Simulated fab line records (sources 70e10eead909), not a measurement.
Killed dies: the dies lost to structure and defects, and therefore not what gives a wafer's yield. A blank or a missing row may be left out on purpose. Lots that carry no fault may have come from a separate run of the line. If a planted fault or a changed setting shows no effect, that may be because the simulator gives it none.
Chamber matching || flow nand_harc || NHARC_A_STAIRCASE_DESCUM_252 on rie_diel-03 has 4 sister chambers
The step chemistry O2, time 3 s. 8 wafers are shown with their chamber, then 7 later ones without.

== WAFERS WITH THEIR CHAMBER ==
{"wafer": "L081.3", "chamber": 3, "drypump_motor_current_A (A)": 6.2, "showerhead_plenum_p_Torr (Torr)": 1.90}
{"wafer": "L081.5", "chamber": 0, "drypump_motor_current_A (A)": 6.0, "showerhead_plenum_p_Torr (Torr)": 1.91}
{"wafer": "L085.6", "chamber": 1, "drypump_motor_current_A (A)": 5.2, "showerhead_plenum_p_Torr (Torr)": 2.06}
{"wafer": "L084.4", "chamber": 0, "drypump_motor_current_A (A)": 6.0, "showerhead_plenum_p_Torr (Torr)": 1.91}
{"wafer": "L084.6", "chamber": 1, "drypump_motor_current_A (A)": 5.2, "showerhead_plenum_p_Torr (Torr)": 2.06}
{"wafer": "L088.5", "chamber": 3, "drypump_motor_current_A (A)": 6.1, "showerhead_plenum_p_Torr (Torr)": 1.89}
{"wafer": "L090.2", "chamber": 2, "drypump_motor_current_A (A)": 5.0, "showerhead_plenum_p_Torr (Torr)": 1.86}
{"wafer": "L090.4", "chamber": 2, "drypump_motor_current_A (A)": 5.0, "showerhead_plenum_p_Torr (Torr)": 1.86}

== WAFERS WHOSE CHAMBER IS MISSING ==
{"wafer": "L090.5", "drypump_motor_current_A (A)": 6.0, "showerhead_plenum_p_Torr (Torr)": 1.90}
{"wafer": "L092.3", "drypump_motor_current_A (A)": 6.2, "showerhead_plenum_p_Torr (Torr)": 1.89}
{"wafer": "L092.5", "drypump_motor_current_A (A)": 6.2, "showerhead_plenum_p_Torr (Torr)": 1.89}
{"wafer": "L092.6", "drypump_motor_current_A (A)": 5.0, "showerhead_plenum_p_Torr (Torr)": 1.86}
{"wafer": "L095.3", "drypump_motor_current_A (A)": 5.2, "showerhead_plenum_p_Torr (Torr)": 2.04}
{"wafer": "L095.5", "drypump_motor_current_A (A)": 6.0, "showerhead_plenum_p_Torr (Torr)": 1.90}
{"wafer": "L095.6", "drypump_motor_current_A (A)": 6.2, "showerhead_plenum_p_Torr (Torr)": 1.88}

== EACH ONE'S CHAMBER ==
{"wafer": "L090.5", "from the rows above": "can't be placed: 0 or 3", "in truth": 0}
{"wafer": "L092.3", "from the rows above": 3, "in truth": 3}
{"wafer": "L092.5", "from the rows above": 3, "in truth": 3}
{"wafer": "L092.6", "from the rows above": 2, "in truth": 2}
{"wafer": "L095.3", "from the rows above": 1, "in truth": 1}
{"wafer": "L095.5", "from the rows above": "can't be placed: 0 or 3", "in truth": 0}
{"wafer": "L095.6", "from the rows above": 3, "in truth": 3}
Correctly placed: 5 of 7. From these rows, 2 cannot be placed; in 2 the true chamber is one of the candidates. 0 placed wrongly.
How it was worked out, from the rows above alone: a wafer's distance from a chamber is the root of the sum, over the readings, of the square of ((its reading less the chamber's mean) divided by the reading's scatter). If the next closest chamber is less than 2 further off than the closest, the wafer can't be placed; otherwise it belongs to the closest. For every chamber, the mean is computed from those of its wafers that are shown. How the scatter is found: for the shown wafers, subtract from each reading the mean of its chamber, square and add these, divide the total by (wafers less chambers), then take the root.
